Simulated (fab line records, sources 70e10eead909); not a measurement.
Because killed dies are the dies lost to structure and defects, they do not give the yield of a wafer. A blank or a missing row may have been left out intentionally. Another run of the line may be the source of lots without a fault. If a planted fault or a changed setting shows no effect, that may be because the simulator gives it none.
Problem report, 8D (eight disciplines) form, completed by code | flow nand-harc | the parts of the form that need people (team, actions taken, sign-off) are left out

## 1. WHAT IS WRONG
thk-nm at NHARC_A_ONON_D1_THK_MEAS_02 reads a mean of 1469 nm on 3 wafers of 3 lots; wafers without a fault read 1003 nm with a standard deviation of 11. Measured from the usual mean, that is +42 standard deviations.
The step: measures by ellipsometry.
Earliest sighting: wafer L690.2 on film-metro-02 at day 10 18:45. The record holds 43 wafers of 15 lots with a number at this step. The rule behind "out" and "out of limits": a value lying over 4 standard deviations away from the usual mean. All remaining wafers that have a number are taken as sound.

## 2. WHAT IT IS, WHAT IT ISN'T
question                    | is                     | is not
which readings at this step | thk-nm                 | -
which lots                  | L690, L692, L695       | L679, L680, L681, L682, L683, L684, L685, L686, L698, L699, L700, L701
which wafers of those lots  | L690.2, L692.3, L695.2 | L690.6, L692.5, L692.6, L695.6
read on which gauges        | film-metro-02          | film-metro-01
when                        | from day 10 18:45      | up to then (25 sound wafers); but 15 sound wafers of L692, L695, L698, L699, L700, L701 came after

## 3. SUSPECTS, AND WHAT RULES EACH OUT
Counting: a tool at a process step up to the reading stays a suspect if it ran every lot that is out. Sound lots after the first of them don't rule it out here, since some wafers of a struck lot are sound.
- the gauge at NHARC_A_ONON_D1_THK_MEAS_02: ruled out. All the wafers that are out were read on film-metro-02, but those of them that NHARC_END_SORT_01 has rows for are out there too, on other tools.
- rie-diel-04 at NHARC_A_ZERO_WELL_DESCUM_12 (chemistry O2, time 3 s): kept. Every lot that is out went through it, the first being L690 (day 9 23:30); the last sound lot it ran before that was L685 (day 8 02:38).
- pecvd-onon-03 at NHARC_A_ONON_D1_DEP_00 (target thk 1000 nm): kept. Every lot that is out went through it, the first being L690 (day 10 18:18); the last sound lot it ran before that was L686 (day 9 19:40).
The count leaves pecvd-onon-03 at NHARC_A_ONON_D1_DEP_00 and rie-diel-04 at NHARC_A_ZERO_WELL_DESCUM_12.

## 4. THE CAUSE (what the simulator had put in)
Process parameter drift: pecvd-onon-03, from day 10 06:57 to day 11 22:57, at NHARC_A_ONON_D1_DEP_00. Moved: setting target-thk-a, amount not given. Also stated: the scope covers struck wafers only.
Counting left 2 suspects, and this tool is among them.

## 5. THE CHAIN OF EFFECTS, in route order
Rows list readings where the struck wafers' mean (over those with a number) sits beyond 3 standard deviations from the usual. Scope: only readings with a usual standard deviation given in the record; hours: median across lots of the time from each lot's start at the first step in this table that gives one to its start at this step; sigmas: change in usual standard deviations.
hours | step                        | reading         | usual   | on struck wafers | change | sigmas
0     | NHARC_A_ONON_D1_THK_MEAS_02 | thk-nm          | 1003 nm | 1469             | +466   | +42
281   | NHARC_END_SORT_01           | killed-at-array | 27      | 675              | +648   | +65
281   | NHARC_END_SORT_01           | killed-dies     | 31      | 677              | +646   | +65

## 6. WHAT WOULD HAVE CAUGHT IT SOONER
The first out-of-limits reading at a measuring or inspecting step in this record came at day 10 18:45, 12 hours after the fault's start at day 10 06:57.
No tool reading at NHARC_A_ONON_D1_DEP_00 that has a usual standard deviation in the record was out on any struck wafer, so an alarm limit of 4 standard deviations on those readings would not have fired.
Among the 3 lots that are out, L692, L695 began NHARC_A_ONON_D1_DEP_00 on pecvd-onon-03 after day 10 18:45. A hold on the tool at that time would have spared those 2.
